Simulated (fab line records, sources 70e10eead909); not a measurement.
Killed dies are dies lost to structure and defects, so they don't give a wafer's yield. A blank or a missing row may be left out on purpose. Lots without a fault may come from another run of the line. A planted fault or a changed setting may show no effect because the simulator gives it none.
Which tool did it? | flow nand_harc | 6 lots, 18 wafers sampled, at 2 steps of a route of 1302

WHAT THE GAUGES READ, wafer by wafer
NHARC_THIN_TSV_THK_MEAS_02: measures by ir.
lot  | measured     | on            | thk_nm (nm)
L715 | day 24 07:24 | film_metro-01 | 3007 3099 2739
L724 | day 28 06:16 | film_metro-02 | 3480 3379 3306
L729 | day 30 12:05 | film_metro-02 | 3295 2688 2895
L731 | day 30 17:22 | film_metro-02 | 2769 2836 2829
L733 | day 31 08:02 | film_metro-02 | 2871 2716 3127
L737 | day 32 17:58 | film_metro-02 | 3020 2722 2936

WHICH TOOL RAN EACH LOT (tool, then ch and the chambers of the sampled wafers, then the start)
lot  | NHARC_A_STAIRCASE_TRIM_222
L715 | rie_diel-02 ch 0,1,2, day 16 09:43
L724 | rie_diel-11 ch 1,2,3, day 20 06:17
L729 | rie_diel-02 ch 2,3, day 22 14:37
L731 | rie_diel-10 ch 2,3, day 23 03:25
L733 | rie_diel-11 ch 0,1,2, day 23 23:02
L737 | rie_diel-02 ch 1,3, day 25 07:34
- NHARC_A_STAIRCASE_TRIM_222: chemistry O2, time 211.2 s.

THE ANSWER, worked out from the rows above alone
Rule: what is usual is taken from the lots themselves. Put in order of their means at a reading, lots are off if they are a third of the lots or fewer, leave a main group of 4 or more, and stand apart from it by a gap of 3 or more times the standard deviation of the main group's means; of several such gaps the widest counts. A main group whose means are all the same, to the digits that the tables above print for the reading, isn't used. A lot without any number at a reading at which 4 lots or more have one is off too. The other lots that the step has rows for count as sound.
Off: L724, at NHARC_THIN_TSV_THK_MEAS_02 (thk_nm). The main group: mean 2903 nm, standard deviation 52.
A tool fits if, at a process step before that reading, it ran every lot that is off, and no sound lot after the first of them. The gauges at NHARC_THIN_TSV_THK_MEAS_02 are tried like those tools. None of those tried fits.

WHAT THE SIMULATOR HAD PUT IN
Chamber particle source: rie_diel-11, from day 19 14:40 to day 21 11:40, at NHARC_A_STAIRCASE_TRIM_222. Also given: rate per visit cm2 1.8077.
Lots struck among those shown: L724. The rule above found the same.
